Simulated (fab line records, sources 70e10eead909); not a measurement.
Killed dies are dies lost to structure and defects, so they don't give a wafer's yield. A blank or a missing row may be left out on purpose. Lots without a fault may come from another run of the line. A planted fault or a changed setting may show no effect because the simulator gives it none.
Problem report in the 8D (eight disciplines) form, filled by code | flow nand_harc | the parts of the form that need people (team, actions taken, sign-off) are left out

1. THE PROBLEM
killed_at_array at NHARC_END_SORT_01 reads a mean of 670 on 4 wafers of 2 lots; wafers without a fault read 56 with a standard deviation of 17. That is +36 standard deviations from the usual mean.
First seen on wafer L563.1, day 32 08:11, on prober-01. The record holds 4 wafers of 2 lots with a number at this step. Rule for "out", or "out of limits": more than 4 standard deviations from the usual mean. The other wafers with a number count as sound.

2. WHAT IT IS AND WHAT IT IS NOT
question                    | is                           | is not
which readings at this step | killed_at_array, killed_dies | killed_at_other, killed_open, killed_short
which lots                  | L563, L564                   | -
which wafers of those lots  | all that have a number       | -
read on which gauges        | prober-01                    | -
when                        | from day 32 08:11            | up to then (0 sound wafers)

3. SUSPECTS, AND WHAT RULES EACH OUT
Counting: a tool at a process step up to the reading stays a suspect if it ran every lot that is out and no sound lot after the first of them.
- the gauge at NHARC_END_SORT_01: kept. All the wafers that are out were read on prober-01, and no step on other tools shows them out.
- pecvd-01 at NHARC_A_BONDPAD_DEP_00 (deposits SiCN, target thk 250 nm): kept. It ran every lot that is out, first L564 (day 31 01:26), and no sound lot after that.
- cmp-03 at NHARC_A_BONDPAD_CMP_29 (polishes SiCN, target thk 200 nm): kept. It ran every lot that is out, first L564 (day 31 01:41), and no sound lot after that.
- rie_diel-12 at NHARC_A_BONDPAD_STRIP_15 (strips in O2): kept. It ran every lot that is out, first L564 (day 31 02:56), and no sound lot after that.
- rie_diel-12 at NHARC_A_BONDPAD_ETCH_24 (etches the open film in CF4/N2, target depth 30 nm, time 72.99 s): kept. It ran every lot that is out, first L564 (day 31 03:04), and no sound lot after that.
Left after counting: pecvd-01 at NHARC_A_BONDPAD_DEP_00, cmp-03 at NHARC_A_BONDPAD_CMP_29, rie_diel-12 at NHARC_A_BONDPAD_STRIP_15, rie_diel-12 at NHARC_A_BONDPAD_ETCH_24, prober-01 at NHARC_END_SORT_01.

4. THE CAUSE (what the simulator had put in)
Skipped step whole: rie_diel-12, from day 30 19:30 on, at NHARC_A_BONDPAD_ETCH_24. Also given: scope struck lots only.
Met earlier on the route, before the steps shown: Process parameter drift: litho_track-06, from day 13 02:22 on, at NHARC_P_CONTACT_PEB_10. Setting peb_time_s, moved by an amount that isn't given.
Counting left 5 suspects, and this tool is among them.

5. THE CHAIN OF EFFECTS, in route order
Each row: a reading whose mean over the struck wafers that have a number lies more than 3 standard deviations from the usual. Only readings for which the record gives a usual standard deviation are gone through. hours: the time from each lot's start at the first step in this table that gives one to its start at this step, as a median over the lots. sigmas: the change in usual standard deviations.
hours | step              | reading         | usual | on struck wafers | change | sigmas
0     | NHARC_END_SORT_01 | killed_at_array | 56    | 670              | +614   | +36
0     | NHARC_END_SORT_01 | killed_dies     | 61    | 677              | +616   | +36
Readings that are blank on the struck wafers while sound wafers have them: bias_w at NHARC_A_BONDPAD_ETCH_24; cf4_flow_sccm at NHARC_A_BONDPAD_ETCH_24; chamber_pressure_mTorr at NHARC_A_BONDPAD_ETCH_24; drypump_motor_current_A at NHARC_A_BONDPAD_ETCH_24; oes_product_au at NHARC_A_BONDPAD_ETCH_24; rf_vpp_V at NHARC_A_BONDPAD_ETCH_24; showerhead_plenum_p_Torr at NHARC_A_BONDPAD_ETCH_24; throttle_valve_pct at NHARC_A_BONDPAD_ETCH_24.

6. WHAT WOULD HAVE CAUGHT IT SOONER
In this record the first reading out of limits at a measuring or inspecting step was taken at day 32 08:11, 37 hours after the fault began at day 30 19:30.
At NHARC_A_BONDPAD_ETCH_24 the tool's readings are blank on the struck wafers, where sound wafers have them: an empty tool record is the first sign, and it was there at once.
All the lots that are out (2) had begun NHARC_A_BONDPAD_ETCH_24 on rie_diel-12 by day 32 08:11. A hold on the tool at that time would have spared none of them.
